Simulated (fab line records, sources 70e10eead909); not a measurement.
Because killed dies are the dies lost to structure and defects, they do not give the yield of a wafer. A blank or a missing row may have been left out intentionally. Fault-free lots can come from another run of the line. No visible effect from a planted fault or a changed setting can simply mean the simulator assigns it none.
Chamber matching || flow nandHarc || NHARC_A_STAIRCASE_DEP_156 on pecvd-03: 3 sister chambers
The step deposits SiNx, target thk 50 nm. 22 wafers are shown with their chamber, then 11 later ones without.

## WAFERS, EACH WITH ITS CHAMBER
{"wafer": "L076.2", "chamber": 0, "heaterPowerW (W)": 596}
{"wafer": "L076.3", "chamber": 2, "heaterPowerW (W)": 899}
{"wafer": "L076.6", "chamber": 1, "heaterPowerW (W)": 660}
{"wafer": "L079.1", "chamber": 1, "heaterPowerW (W)": 611}
{"wafer": "L079.3", "chamber": 0, "heaterPowerW (W)": 696}
{"wafer": "L079.5", "chamber": 2, "heaterPowerW (W)": 968}
{"wafer": "L080.1", "chamber": 1, "heaterPowerW (W)": 665}
{"wafer": "L080.2", "chamber": 0, "heaterPowerW (W)": 713}
{"wafer": "L080.3", "chamber": 2, "heaterPowerW (W)": 900}
{"wafer": "L081.1", "chamber": 0, "heaterPowerW (W)": 756}
{"wafer": "L081.3", "chamber": 1, "heaterPowerW (W)": 643}
{"wafer": "L081.6", "chamber": 0, "heaterPowerW (W)": 747}
{"wafer": "L082.2", "chamber": 0, "heaterPowerW (W)": 754}
{"wafer": "L082.4", "chamber": 2, "heaterPowerW (W)": 1000}
{"wafer": "L082.6", "chamber": 0, "heaterPowerW (W)": 724}
{"wafer": "L083.2", "chamber": 1, "heaterPowerW (W)": 745}
{"wafer": "L083.4", "chamber": 1, "heaterPowerW (W)": 750}
{"wafer": "L083.5", "chamber": 2, "heaterPowerW (W)": 1020}
{"wafer": "L085.2", "chamber": 0, "heaterPowerW (W)": 702}
{"wafer": "L085.3", "chamber": 1, "heaterPowerW (W)": 714}
{"wafer": "L085.4", "chamber": 1, "heaterPowerW (W)": 726}
{"wafer": "L086.2", "chamber": 0, "heaterPowerW (W)": 617}

SIGNATURES (means of the wafers above)
{"reading": "heaterPowerW", "chamber 0": 700.56, "chamber 1": 689.25, "chamber 2": 957.40, "scatter within a chamber": 55.1}
Rule: for each reading, subtract the chamber's mean from the wafer's reading, divide by that reading's scatter and square the result; add these up over the readings and take the root, which gives the wafer's distance from the chamber. If the next closest chamber is less than 2 further off than the closest, the wafer can't be placed; otherwise it belongs to the closest. The scatter: the root of (the sum of the squares of (reading less its chamber's mean) over the shown wafers, divided by (wafers less chambers)).

## WAFERS WHOSE CHAMBER IS MISSING
{"wafer": "L086.4", "heaterPowerW (W)": 632}
{"wafer": "L086.5", "heaterPowerW (W)": 734}
{"wafer": "L090.2", "heaterPowerW (W)": 1028}
{"wafer": "L090.5", "heaterPowerW (W)": 744}
{"wafer": "L090.6", "heaterPowerW (W)": 730}
{"wafer": "L097.3", "heaterPowerW (W)": 645}
{"wafer": "L097.4", "heaterPowerW (W)": 567}
{"wafer": "L097.6", "heaterPowerW (W)": 641}
{"wafer": "L096.2", "heaterPowerW (W)": 951}
{"wafer": "L096.3", "heaterPowerW (W)": 697}
{"wafer": "L096.6", "heaterPowerW (W)": 665}

## WHICH CHAMBER EACH WENT THROUGH
{"wafer": "L086.4", "from the rows above": "can't be placed: 1 or 0", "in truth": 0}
{"wafer": "L086.5", "from the rows above": "can't be placed: 0 or 1", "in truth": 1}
{"wafer": "L090.2", "from the rows above": 2, "in truth": 2}
{"wafer": "L090.5", "from the rows above": "can't be placed: 0 or 1", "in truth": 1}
{"wafer": "L090.6", "from the rows above": "can't be placed: 0 or 1", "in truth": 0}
{"wafer": "L097.3", "from the rows above": "can't be placed: 1 or 0", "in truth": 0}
{"wafer": "L097.4", "from the rows above": "can't be placed: 1 or 0", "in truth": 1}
{"wafer": "L097.6", "from the rows above": "can't be placed: 1 or 0", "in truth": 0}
{"wafer": "L096.2", "from the rows above": 2, "in truth": 2}
{"wafer": "L096.3", "from the rows above": "can't be placed: 0 or 1", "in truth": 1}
{"wafer": "L096.6", "from the rows above": "can't be placed: 1 or 0", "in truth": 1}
Correctly placed: 2 of 11. Can't be placed from these rows: 9 (the true chamber is among the candidates in 9). Placed wrongly: 0.
